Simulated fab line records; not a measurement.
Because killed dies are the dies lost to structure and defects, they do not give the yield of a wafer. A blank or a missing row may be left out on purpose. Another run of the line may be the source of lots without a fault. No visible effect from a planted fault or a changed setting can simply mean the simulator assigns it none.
fab line records    flow n5Finfet
record lots=7  wafers=21
route steps=1938 shown BEOL_M15@1776 MIM_BOT_ETCH@1868 TV_LITHO@1879 PASSIVATION@1915
startH: hours from the record's first day to the start of the lot's first wafer shown    waitH: hours elapsed since this lot's preceding step    " same as the row above    L1.1+2: a single row standing in for several wafers    - no value present, or no start provided    * or withheld: withheld    < > ~ a bound
route shown NAME@n: a module of which the file shows steps, and the number in the route of the first    usual: the fault-free wafers' mean and standard deviation    same: alike in all rows    chamber/n: place in a boat    sites: the reading at each site    _std_site: the standard deviation of these    _edge_site: the outer-site mean with the inner-site mean subtracted    radiusMm: how far each site lies from the wafer's centre    mask NAME#n: copy n    behind: tool/chamber where the wafer was last shaped    hold: cause of the lot's hold/its duration in hours/its outcome    device: names the non-switching transistor (n, p or np)    end of line: at the end of the route, the tests of the same wafers    for a step that has no rows: nothing shown but its recipe    killed: the dies lost at the first sort to structure and to defects; this is not the yield of the wafer    map: dies across one wafer; x = killed, . = not, _ = none there
set.NAME: the setting that was run; set.NAME@STEP: the one run at that earlier step    model.NAME: the simulator's own value behind a step, which no gauge read
lots where settings were altered on purpose, with a table for each step and a row for each wafer
## steps
# step N5_BEOL_M15_COAT_04
# recipe spinRpm=1704  resistThkNm=800
lot.wafer  tool           chamber  startH  waitH  set.spinRpm  model.coat_of_BEOL_M15_COAT_04.thkNm
L078.1     lithoTrack-04  0        -       -      1704         799.2
L078.2     "              0        "       "      1587         830.4
L078.6     "              0        "       "      1587         831
L079.4     lithoTrack-03  0        -       -      1704         798
L079.5     "              0        "       "      1602         822.6
L079.6     "              0        "       "      1704         799.8
L082.2     lithoTrack-04  0        -       -      1704         801.6
L082.4     "              0        "       "      1704         799.4
L082.6     "              0        "       "      1704         797.4
L088.2     lithoTrack-05  0        -       -      1704         798.8
L088.5     "              0        "       "      1704         801.6
L088.6     "              0        "       "      1704         798.4
L090.2     lithoTrack-03  0        -       -      1704         804
L090.3     "              0        "       "      1868         768
L090.6     "              0        "       "      1868         767.2
L092.1     lithoTrack-03  0        -       -      1704         801.8
L092.5     "              0        "       "      1704         800.2
L092.6     "              0        "       "      1704         800.8
L094.3     lithoTrack-04  0        -       -      1704         801.8
L094.5     "              0        "       "      1818         775.2
L094.6     "              0        "       "      1704         802.2
# step N5_BEOL_M15_EBR_06
# recipe solvent=PGMEA  ebrWidthMm=1.5
# step N5_BEOL_M15_SOFTBAKE_05
# recipe tempC=130  timeS=60
# step N5_BEOL_M15_DESCUM_15
# recipe chemistry=O2  timeS=7.9  sourcePowerW=50  biasPowerW=20  pressureMtorr=20  rfFrequencyHz=2.712e+07  tempC=40  o2FlowSccm=225
# step N5_BEOL_M15_ETCH_59
# recipe chemistry=N2/H2  target=BARC  targetDepthA=890  overetchA=267  timeS=67.9  ionEnergyEv=200  pressureMtorr=30  sourceW=840  biasW=150  n2FlowSccm=200  h2FlowSccm=200
# step N5_BEOL_M15_VIA_ETCH_16
# recipe chemistry=C4F8/O2/Ar  target=SiO2  heInnerTorr=15  heOuterTorr=30  targetDepthA=17922  timeS=withheld  ionEnergyEv=800  pressureMtorr=20  sourceW=1905  biasW=2040  Ar_flow_sccm=400  C4F8_flow_sccm=16  O2_flow_sccm=12  ends=cleared
lot.wafer  tool        chamber  startH  waitH  set.timeS@BEOL_M15_ILD_DEP_00  model.etch.depthNm
L078.1     rieDiel-05  3        318.04  0.0    *                              1602
L078.2     "           2        "       "      *                              1633
L078.6     "           3        "       "      *                              1648
L079.4     rieDiel-02  0        321.39  0.0    *                              1665
L079.5     "           0        "       "      *                              1641
L079.6     "           3        "       "      *                              1635
L082.2     rieDiel-05  2        341.73  0.0    *                              1639
L082.4+6   "           3,0      "       "      *                              1680
L088.2     rieDiel-02  0        378.29  0.0    *                              1863
L088.5     "           1        "       "      *                              1839
L088.6     "           0        "       "      *                              1646
L090.2     rieDiel-02  0        389.39  0.0    *                              1823
L090.3     "           3        "       "      *                              1824
L090.6     "           1        "       "      *                              1658
L092.1     rieDiel-06  2        390.74  0.0    *                              1611
L092.5     "           3        "       "      *                              1655
L092.6     "           1        "       "      *                              1647
L094.3     rieDiel-06  0        405.26  0.0    *                              1622
L094.5     "           1        "       "      *                              1673
L094.6     "           2        "       "      *                              1629
# step N5_BEOL_M15_TRENCH_ETCH_34
# recipe chemistry=C4F8/O2/Ar  target=SiO2  targetDepthA=8729.3  heInnerTorr=15  heOuterTorr=30  timeS=199  ionEnergyEv=800  pressureMtorr=20  sourceW=1905  biasW=2040  Ar_flow_sccm=400  C4F8_flow_sccm=16  O2_flow_sccm=12
# usual rfVppV=2226/18
lot.wafer  tool        chamber  startH  waitH  set.biasW  rfVppV  model.etch.depthNm
L078.1     rieDiel-06  2        319.66  0.0    1716       1953    825.9
L078.2     "           3        "       "      2040       2216    853.9
L078.6     "           1        "       "      2040       2235    864
L079.4     rieDiel-05  0        323.26  0.0    2040       2236    851.9
L079.5     "           2        "       "      2040       2227    856.2
L079.6     "           3        "       "      2040       2233    849.4
L082.2     rieDiel-02  2        343.31  0.0    2040       2268    876.3
L082.4     "           0        "       "      2040       2237    861.2
L082.6     "           0        "       "      2040       2236    855.3
L088.2     rieDiel-02  2        379.89  0.0    2213       2398    910.4
L088.5     "           1        "       "      2213       2360    909.6
L088.6     "           0        "       "      2040       2235    882.2
L090.2     rieDiel-06  3        391.24  0.0    1837       2055    829.7
L090.3     "           2        "       "      2040       2208    877.2
L090.6     "           2        "       "      1837       2051    848.5
L092.1     rieDiel-06  0        392.33  0.0    2145       2275    904
L092.5     "           2        "       "      2040       2209    879.6
L092.6     "           3        "       "      2040       2213    863
L094.3     rieDiel-02  3        406.85  0.0    2040       2229    880.1
L094.5     "           3        "       "      1754       2003    841
L094.6     "           2        "       "      1754       2037    844
# step N5_BEOL_M15_SPUTTER_45
# recipe material=Cu  targetThkA=1000  tempC=-20  biasV=60  powerW=26000  chamberPressurePa=0.13  timeS=16.67
lot.wafer   tool           chamber  startH  waitH  set.timeS
L078.1+6    pvdSputter-01  -        323.31  0.0    16.67
L078.2      "              -        "       "      14.73
L079.4+6    pvdSputter-02  -        326.21  0.0    16.67
L079.5      "              -        "       "      18.52
L082.2+4+6  pvdSputter-03  -        346.54  0.0    16.67
L088.2+5+6  pvdSputter-03  -        383.02  0.0    16.67
L090.2+6    pvdSputter-02  -        394.24  0.0    16.67
L090.3      "              -        "       "      18.77
L092.1+6    pvdSputter-02  -        396.66  0.0    16.67
L092.5      "              -        "       "      15.16
L094.3+5+6  pvdSputter-01  -        407.86  0.0    16.67
# step N5_BEOL_M15_ECD_47
# recipe material=Cu  targetThkA=18600
# step N5_BEOL_M15_ANNEAL_48
# recipe tempC=225  timeS=90  ambient=N2
# step N5_BEOL_M15_CMP_49
# recipe stopOn=SiO2  tOverpolishS=4.9  downForcePsi=2  platenRpm=80  clearingPlatenDownForcePsi=2  clearingPlatenRpm=80  postCmpClean=cuAlkaline  targetThkNm=850  clearingPlatenPadVelocityMS=1.5917  padVelocityMS=1.5917
lot.wafer  tool    chamber  startH  waitH  set.biasW@BEOL_M15_TRENCH_ETCH_34  model.Cu_of_BEOL_M15_ECD_47.thkNm
L078.1     cmp-02  1        324.14  0.3    1716                               803.4
L078.2     "       2        "       "      2040                               -
L078.6     "       0        "       "      2040                               841.8
L079.4     cmp-01  3        327.13  0.2    2040                               829
L079.6     "       1        "       "      2040                               826.6
L079.5     "       2        "       "      2040                               -
L082.2     cmp-02  1        347.23  0.2    2040                               853.2
L082.4     "       3        "       "      2040                               837
L082.6     "       1        "       "      2040                               831.8
L088.2     cmp-02  1        384.06  0.5    2213                               885.4
L088.6     "       2        "       "      2040                               858.8
L088.5     "       3        "       "      2213                               885.2
L090.3     cmp-04  0        395.24  0.2    2040                               -
L090.2     "       1        "       "      1837                               806.8
L090.6     "       0        "       "      1837                               826.6
L092.1     cmp-02  0        397.99  0.5    2145                               881.6
L092.6     "       3        "       "      2040                               840.2
L092.5     "       0        "       "      2040                               -
L094.3     cmp-01  2        408.65  0.3    2040                               857.6
L094.5     "       3        "       "      1754                               818.4
L094.6     "       0        "       "      1754                               821.6
# step N5_BEOL_M15_PRE_CLEAN_52
# recipe gas=NH3  timeS=15  tempC=withheld  rfPowerW=300
# step N5_BEOL_M15_DEP_53
# recipe material=SiCN  targetThkA=500  tempC=withheld  precursor=3MS/NH3  pressureTorr=3  rfW=675  timeS=17.8
# step N5_BEOL_M15_RS_MEAS_54
# recipe thkMeasGauge=four-point-probe  reads=Cu_of_BEOL_M15_ECD_47+Ta_of_BEOL_M15_SPUTTER_44+TaN_of_BEOL_M15_SPUTTER_43
# usual M15_RS=0.0216/0.00035
lot.wafer  tool          chamber  startH  waitH  set.biasW@BEOL_M15_TRENCH_ETCH_34  M15_RS[ohm/sq]
L078.1     filmMetro-01  -        324.48  0.0    1716                               0.0229
L078.2     "             -        "       "      2040                               0.0220
L078.6     "             -        "       "      2040                               0.0218
L079.4     filmMetro-01  -        327.49  0.0    2040                               0.0221
L079.5     "             -        "       "      2040                               0.0220
L079.6     "             -        "       "      2040                               0.0222
L082.2     filmMetro-01  -        347.74  0.1    2040                               0.0214
L082.4     "             -        "       "      2040                               0.0218
L082.6     "             -        "       "      2040                               0.0220
L088.2     filmMetro-02  -        384.37  0.1    2213                               0.0206
L088.5     "             -        "       "      2213                               0.0206
L088.6     "             -        "       "      2040                               0.0213
L090.2     filmMetro-02  -        395.67  0.1    1837                               0.0227
L090.3     "             -        "       "      2040                               0.0214
L090.6     "             -        "       "      1837                               0.0221
L092.1     filmMetro-02  -        398.38  0.0    2145                               0.0208
L092.5     "             -        "       "      2040                               0.0213
L092.6     "             -        "       "      2040                               0.0218
L094.3     filmMetro-02  -        408.96  0.1    2040                               0.0214
L094.5     "             -        "       "      1754                               0.0224
L094.6     "             -        "       "      1754                               0.0223
# step N5_MIM_BOT_ETCH_ETCH_00
# recipe chemistry=Cl2/BCl3  target=TiN  targetDepthA=455  ionEnergyEv=150  pressureMtorr=10  icpW=1000  biasW=126  Cl2_flow_sccm=53.25  bcl3FlowSccm=21.75  Ar_flow_sccm=25
lot.wafer  tool         chamber  startH  waitH  set.icpW  model.etch.depthNm
L078.1     rieMetal-03  0        328.34  0.1    1000      46.16
L078.2     "            1        "       "      1000      46.45
L078.6     "            1        "       "      1000      46.22
L079.4     rieMetal-01  0        333.67  0.1    860.9     40.91
L079.5     "            0        "       "      860.9     40.5
L079.6     "            1        "       "      1000      47.4
L082.2     rieMetal-01  1        354.18  0.1    1000      47.85
L082.4     "            0        "       "      1000      46.62
L082.6     "            1        "       "      1000      47.6
L088.2     rieMetal-01  0        389.35  0.1    1167      52.97
L088.5     "            1        "       "      1000      47.24
L088.6     "            0        "       "      1000      46.48
L090.2     rieMetal-01  1        401.72  0.1    1000      46.94
L090.3     "            1        "       "      1000      47.17
L090.6     "            0        "       "      853.9     40.35
L092.1     rieMetal-03  1        404.00  0.1    1000      45.48
L092.5     "            0        "       "      1000      45.49
L092.6     "            1        "       "      1000      45.96
L094.3     rieMetal-01  0        414.94  0.1    858.3     40.55
L094.5     "            1        "       "      858.3     40.93
L094.6     "            0        "       "      858.3     40.52
# step N5_PASSIVATION_EXPOSE_07
# recipe maskId=TV  na=0.55  sourceShape=conventional  sigmaOuter=0.8  polarization=unpolarized  defocusNm=0  targetCdNm=3000  doseMj=22.75
lot.wafer   tool           chamber  startH  waitH  mask  set.doseMj
L078.1+2+6  krfScanner-02  0        330.98  -      TV#0  22.75
L079.4+5+6  krfScanner-02  0        335.90  -      TV#0  23.74
L082.2+4+6  krfScanner-01  0        355.62  -      TV#0  22.75
L088.2+6    krfScanner-01  0        390.38  -      TV#0  22.75
L088.5      "              0        "       "      TV#0  22.15
L090.2      krfScanner-01  0        403.22  -      TV#0  22.75
L090.3+6    "              0        "       "      TV#0  21.05
L092.1      krfScanner-02  0        405.86  -      TV#0  21.7
L092.5+6    "              0        "       "      TV#0  22.75
L094.3+5+6  krfScanner-02  0        419.51  -      TV#0  22.75
# step N5_PASSIVATION_PEB_08
# recipe pebTempC=withheld  pebTimeS=*
# step N5_PASSIVATION_DEVELOP_09
# recipe developTimeS=60  rinseLiquid=diw  dry=airSpin  devTempC=21
# step N5_PASSIVATION_HARDBAKE_11
# recipe tempC=130  timeS=120
# step N5_PASSIVATION_CD_MEAS_10
# recipe targetCdNm=3000  landingEnergyEv=500  detector=seInlens
# usual cdNm=2999.8/1.5
lot.wafer  tool      chamber  startH  waitH  set.doseMj@PASSIVATION_EXPOSE_07  cdNm
L078.1     cdSem-02  0        331.16  -      22.75                             2998.9
L078.2     "         0        "       "      22.75                             2997.4
L078.6     "         0        "       "      22.75                             2998.9
L079.4     cdSem-02  0        336.06  -      23.74                             3007.9
L079.5     "         0        "       "      23.74                             3010.7
L079.6     "         0        "       "      23.74                             3010.5
L082.2     cdSem-01  0        355.79  -      22.75                             3000.7
L082.4     "         0        "       "      22.75                             3001.5
L082.6     "         0        "       "      22.75                             2999.6
L088.2     cdSem-02  0        390.55  -      22.75                             3000.7
L088.5     "         0        "       "      22.15                             2995.5
L088.6     "         0        "       "      22.75                             3001.1
L090.2     cdSem-03  0        403.39  -      22.75                             2998.7
L090.3     "         0        "       "      21.05                             2981.7
L090.6     "         0        "       "      21.05                             2982.4
L092.1     cdSem-03  0        406.04  -      21.7                              2986.0
L092.5     "         0        "       "      22.75                             2999.9
L092.6     "         0        "       "      22.75                             3000.0
L094.3     cdSem-02  0        419.68  -      22.75                             2999.3
L094.5     "         0        "       "      22.75                             2999.3
L094.6     "         0        "       "      22.75                             2999.5
# step N5_PASSIVATION_DESCUM_12
# recipe chemistry=O2  timeS=7.9  sourcePowerW=50  biasPowerW=20  pressureMtorr=20  rfFrequencyHz=2.712e+07  tempC=40  o2FlowSccm=225
lot.wafer  tool        chamber  startH  waitH  set.doseMj@PASSIVATION_EXPOSE_07  model.TV_LITHO.cdNm
L078.1+6   rieDiel-05  2,0      331.25  0.0    22.75                             2999
L078.2     "           3        "       "      22.75                             2997
L079.4     rieDiel-05  1        336.16  0.0    23.74                             3008
L079.5     "           0        "       "      23.74                             3011
L079.6     "           1        "       "      23.74                             3010
L082.2+4   rieDiel-06  3,0      355.88  0.0    22.75                             3001
L082.6     "           1        "       "      22.75                             2999
L088.2+6   rieDiel-05  0        390.78  0.2    22.75                             3001
L088.5     "           3        "       "      22.15                             2995
L090.2     rieDiel-02  3        403.70  0.3    22.75                             2999
L090.3+6   "           2,0      "       "      21.05                             2982
L092.1     rieDiel-02  1        406.14  0.0    21.7                              2986
L092.5+6   "           3,0      "       "      22.75                             3000
L094.3     rieDiel-05  1        419.77  0.0    22.75                             2999
L094.5+6   "           3,2      "       "      22.75                             3000
# step N5_PASSIVATION_PECVD_53
# recipe material=SiO2  targetThkA=8000  tempC=400  precursor=TEOS/O2  pressureTorr=6.5  rfW=withheld  teosFlowSccm=withheld  gas=O2  flowSccm=2650  timeS=169.4
lot.wafer  tool      chamber  startH  waitH  set.tempC  model.SiO2_of_PASSIVATION_PECVD_53.thkNm
L078.1     pecvd-02  0        335.00  0.0    400        796.2
L078.2     "         2        "       "      400        797.8
L078.6     "         0        "       "      394        842.2
L079.4     pecvd-01  2        339.52  0.1    400        805
L079.5     "         0        "       "      400        808.6
L079.6     "         1        "       "      400        819.2
L082.2     pecvd-01  0        359.38  0.0    400        801.2
L082.4     "         1        "       "      400        829.8
L082.6     "         2        "       "      400        806.2
L088.2     pecvd-03  1        393.79  0.0    400        797
L088.5     "         0        "       "      400        805.8
L088.6     "         2        "       "      414.3      720
L090.2     pecvd-02  0        406.15  0.0    408.5      745.4
L090.3     "         1        "       "      408.5      738
L090.6     "         1        "       "      408.5      757.6
L092.1     pecvd-03  2        408.62  0.0    400        795.2
L092.5     "         1        "       "      416.1      718.4
L092.6     "         2        "       "      400        803.8
L094.3     pecvd-01  1        422.51  0.0    400        796.4
L094.5     "         0        "       "      400        800
L094.6     "         2        "       "      406.5      759.2
## key
split step=N5_BEOL_M15_COAT_04  setting=spinRpm  stated=1704  by=wafer
response step=N5_BEOL_M15_COAT_04  reading=model.coat_of_BEOL_M15_COAT_04.thkNm  change=-4.03  per=1%  r=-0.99
split step=N5_BEOL_M15_TRENCH_ETCH_34  setting=biasW  stated=2040  by=wafer
response step=N5_BEOL_M15_TRENCH_ETCH_34  reading=rfVppV  change=+16  per=1%  r=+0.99
response step=N5_BEOL_M15_TRENCH_ETCH_34  reading=model.etch.depthNm  change=+2.84  per=1%  r=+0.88
response step=N5_BEOL_M15_CMP_49  reading=model.Cu_of_BEOL_M15_ECD_47.thkNm  change=+2.87  per=1%  r=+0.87
response step=N5_BEOL_M15_RS_MEAS_54  reading=M15_RS  change=-7.68e-05  per=1%  r=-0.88
split step=N5_BEOL_M15_SPUTTER_45  setting=timeS  stated=16.67  by=wafer
response none clear
split step=N5_MIM_BOT_ETCH_ETCH_00  setting=icpW  stated=1000  by=wafer
response step=N5_MIM_BOT_ETCH_ETCH_00  reading=model.etch.depthNm  change=+0.427  per=1%  r=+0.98
split step=N5_PASSIVATION_EXPOSE_07  setting=doseMj  stated=22.75  by=wafer
response step=N5_PASSIVATION_CD_MEAS_10  reading=cdNm  change=+2.41  per=1%  r=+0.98
response step=N5_PASSIVATION_DESCUM_12  reading=model.TV_LITHO.cdNm  change=+2.4  per=1%  r=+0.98
split step=N5_PASSIVATION_PECVD_53  setting=tempC  stated=400  by=wafer
response step=N5_PASSIVATION_PECVD_53  reading=model.SiO2_of_PASSIVATION_PECVD_53.thkNm  change=-22.1  per=1%  r=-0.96
split outsideThisFile step=N5_BEOL_M15_ILD_DEP_00 setting=timeS
# split outsideThisFile: this setting was split too, and the file shows its column; the key of that split is in another file
